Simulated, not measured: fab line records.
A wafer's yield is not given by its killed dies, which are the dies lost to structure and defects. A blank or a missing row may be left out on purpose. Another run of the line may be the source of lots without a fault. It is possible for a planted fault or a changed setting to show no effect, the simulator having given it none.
Chamber matching || flow n5_finfet || N5_BEOL_M13_ETCH_68 on rie_diel-05 has 4 sister chambers
The step etches SOC in N2/H2, time 355 s. 14 wafers are shown with their chamber, then 7 later ones without.

== WAFERS, EACH WITH ITS CHAMBER ==
{"wafer": "L083.1", "chamber": 3, "drypump_motor_current_A (A)": 5.6, "oes_product_au (a.u.)": 0.86, "throttle_valve_pct (%)": 17.7}
{"wafer": "L083.2", "chamber": 1, "drypump_motor_current_A (A)": 5.2, "oes_product_au (a.u.)": 0.84, "throttle_valve_pct (%)": 17.7}
{"wafer": "L083.3", "chamber": 2, "drypump_motor_current_A (A)": 6.0, "oes_product_au (a.u.)": 0.69, "throttle_valve_pct (%)": 17.6}
{"wafer": "L083.4", "chamber": 0, "drypump_motor_current_A (A)": 6.2, "oes_product_au (a.u.)": 0.71, "throttle_valve_pct (%)": 17.9}
{"wafer": "L083.5", "chamber": 2, "drypump_motor_current_A (A)": 6.1, "oes_product_au (a.u.)": 0.68, "throttle_valve_pct (%)": 17.6}
{"wafer": "L083.6", "chamber": 1, "drypump_motor_current_A (A)": 5.2, "oes_product_au (a.u.)": 0.84, "throttle_valve_pct (%)": 17.7}
{"wafer": "L082.1", "chamber": 2, "drypump_motor_current_A (A)": 6.0, "oes_product_au (a.u.)": 0.68, "throttle_valve_pct (%)": 17.6}
{"wafer": "L082.4", "chamber": 3, "drypump_motor_current_A (A)": 5.6, "oes_product_au (a.u.)": 0.86, "throttle_valve_pct (%)": 17.8}
{"wafer": "L082.5", "chamber": 0, "drypump_motor_current_A (A)": 6.1, "oes_product_au (a.u.)": 0.71, "throttle_valve_pct (%)": 17.9}
{"wafer": "L085.1", "chamber": 0, "drypump_motor_current_A (A)": 6.2, "oes_product_au (a.u.)": 0.69, "throttle_valve_pct (%)": 17.8}
{"wafer": "L085.4", "chamber": 3, "drypump_motor_current_A (A)": 5.5, "oes_product_au (a.u.)": 0.85, "throttle_valve_pct (%)": 17.8}
{"wafer": "L085.6", "chamber": 0, "drypump_motor_current_A (A)": 6.2, "oes_product_au (a.u.)": 0.70, "throttle_valve_pct (%)": 17.9}
{"wafer": "L086.1", "chamber": 3, "drypump_motor_current_A (A)": 5.6, "oes_product_au (a.u.)": 0.85, "throttle_valve_pct (%)": 17.8}
{"wafer": "L086.2", "chamber": 1, "drypump_motor_current_A (A)": 5.2, "oes_product_au (a.u.)": 0.82, "throttle_valve_pct (%)": 17.7}

SIGNATURES, as means of the wafers listed above
{"reading": "drypump_motor_current_A", "chamber 0": 6.175, "chamber 1": 5.200, "chamber 2": 6.033, "chamber 3": 5.575, "scatter within a chamber": 0.0465}
{"reading": "oes_product_au", "chamber 0": 0.7025, "chamber 1": 0.8333, "chamber 2": 0.6833, "chamber 3": 0.8550, "scatter within a chamber": 0.00842}
{"reading": "throttle_valve_pct", "chamber 0": 17.875, "chamber 1": 17.700, "chamber 2": 17.600, "chamber 3": 17.775, "scatter within a chamber": 0.0387}
Rule: a wafer's distance from a chamber is the root of the sum, over the readings, of the square of ((its reading less the chamber's mean) divided by the reading's scatter). The wafer belongs to the nearest chamber; if the next one is less than 2 further off, it can't be placed. How the scatter is found: for the shown wafers, subtract from each reading the mean of its chamber, square and add these, divide the total by (wafers less chambers), then take the root.

== WAFERS MISSING THEIR CHAMBER ==
{"wafer": "L086.3", "drypump_motor_current_A (A)": 6.1, "oes_product_au (a.u.)": 0.70, "throttle_valve_pct (%)": 17.9}
{"wafer": "L086.4", "drypump_motor_current_A (A)": 5.2, "oes_product_au (a.u.)": 0.82, "throttle_valve_pct (%)": 17.7}
{"wafer": "L086.5", "drypump_motor_current_A (A)": 5.6, "oes_product_au (a.u.)": 0.85, "throttle_valve_pct (%)": 17.8}
{"wafer": "L086.6", "drypump_motor_current_A (A)": 6.2, "oes_product_au (a.u.)": 0.69, "throttle_valve_pct (%)": 17.9}
{"wafer": "L091.1", "drypump_motor_current_A (A)": 6.2, "oes_product_au (a.u.)": 0.69, "throttle_valve_pct (%)": 17.9}
{"wafer": "L091.4", "drypump_motor_current_A (A)": 5.2, "oes_product_au (a.u.)": 0.81, "throttle_valve_pct (%)": 17.8}
{"wafer": "L091.6", "drypump_motor_current_A (A)": 6.0, "oes_product_au (a.u.)": 0.98, "throttle_valve_pct (%)": 17.1}

== WHICH CHAMBER EACH ONE RAN IN ==
{"wafer": "L086.3", "from the rows above": 0, "in truth": 0}
{"wafer": "L086.4", "from the rows above": 1, "in truth": 1}
{"wafer": "L086.5", "from the rows above": 3, "in truth": 3}
{"wafer": "L086.6", "from the rows above": 0, "in truth": 0}
{"wafer": "L091.1", "from the rows above": 0, "in truth": 0}
{"wafer": "L091.4", "from the rows above": 1, "in truth": 1}
{"wafer": "L091.6", "from the rows above": 3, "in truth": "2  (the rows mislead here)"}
6 of 7 placed correctly. Number that these rows cannot place: 0. Placed wrongly: 1.
